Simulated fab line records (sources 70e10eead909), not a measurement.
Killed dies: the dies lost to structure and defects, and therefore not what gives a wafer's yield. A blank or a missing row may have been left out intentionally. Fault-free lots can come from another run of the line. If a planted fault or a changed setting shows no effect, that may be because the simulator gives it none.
Problem report, 8D (eight disciplines) form, completed by code    flow nand-harc    the parts of the form that need people (team, actions taken, sign-off) are left out

== 1. THE PROBLEM ==
At NHARC_END_SORT_01, killed-at-array averages 675 over 9 wafers from 3 lots, while fault-free wafers read 28, standard deviation 11. That puts it +59 standard deviations away from the usual mean.
Seen first at day 22 11:32 on prober-01, wafer L634.1. The record has a number at this step for 42 wafers belonging to 14 lots. By rule, "out" or "out of limits" means more than 4 standard deviations away from the usual mean. Any other wafer with a number is counted as sound.

== 2. WHAT IT IS; WHAT IT IS NOT ==
question                     is                            is not
which readings at this step  killed-at-array, killed-dies  killed-at-other, killed-at-periphery, killed-open, killed-short
which lots                   L634, L637, L638              L625, L627, L628, L629, L630, L640, L641, L642, L643, L644, L645
which wafers of those lots   all that have a number        -
read on which gauges         prober-01, prober-02          -
when                         from day 22 11:32             up to then (15 sound wafers); but 18 sound wafers of L640, L641, L642, L643, L644, L645 came after

== 3. WHAT RULES OUT EACH SUSPECT ==
Counting: a tool at a process step up to the reading stays a suspect if it ran every lot that is out and no sound lot after the first of them.
- ruled out: the gauge at NHARC_END_SORT_01. 2 gauges (prober-01, prober-02) read the wafers that are out.
- pecvd-04 at NHARC_A_CONTACT_DEP_29 (deposits SiON, target thk 70 nm): kept. It ran every lot that is out, first L634 (day 19 17:32), and no sound lot after that; its last sound lot up to then is L630 (day 17 11:07).
After counting, what remains is pecvd-04 at NHARC_A_CONTACT_DEP_29.

== 4. THE CAUSE (what the simulator had put in) ==
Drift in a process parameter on pecvd-04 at NHARC_A_CONTACT_DEP_29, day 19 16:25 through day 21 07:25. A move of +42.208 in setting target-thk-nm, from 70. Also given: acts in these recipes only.
Counting left only this tool.

== 5. THE CHAIN OF EFFECTS, in route order ==
Rows list readings where the struck wafers' mean (over those with a number) sits beyond 3 standard deviations from the usual. Only readings whose record carries a usual standard deviation are examined. hours: median over the lots of the time between each lot's start at the first step of this table that gives one and its start at this step. sigmas: the change, counted in usual standard deviations.
hours  step               reading          usual  on struck wafers  change  sigmas
0      NHARC_END_SORT_01  killed-at-array  28     675               +647    +59
0      NHARC_END_SORT_01  killed-dies      31     677               +646    +59

== 6. HOW IT WOULD HAVE BEEN CAUGHT EARLIER ==
In this record the first reading out of limits at a measuring or inspecting step was taken at day 22 11:32, 67 hours after the fault began at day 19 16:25.
Of the tool readings at NHARC_A_CONTACT_DEP_29 for which the record gives a usual standard deviation, none was out on any struck wafer, so an alarm limit of 4 standard deviations on them would not have fired.
The start of NHARC_A_CONTACT_DEP_29 on pecvd-04 came by day 22 11:32 for every one of the lots that are out (3). Had the tool been put on hold then, not one of them would have been saved.
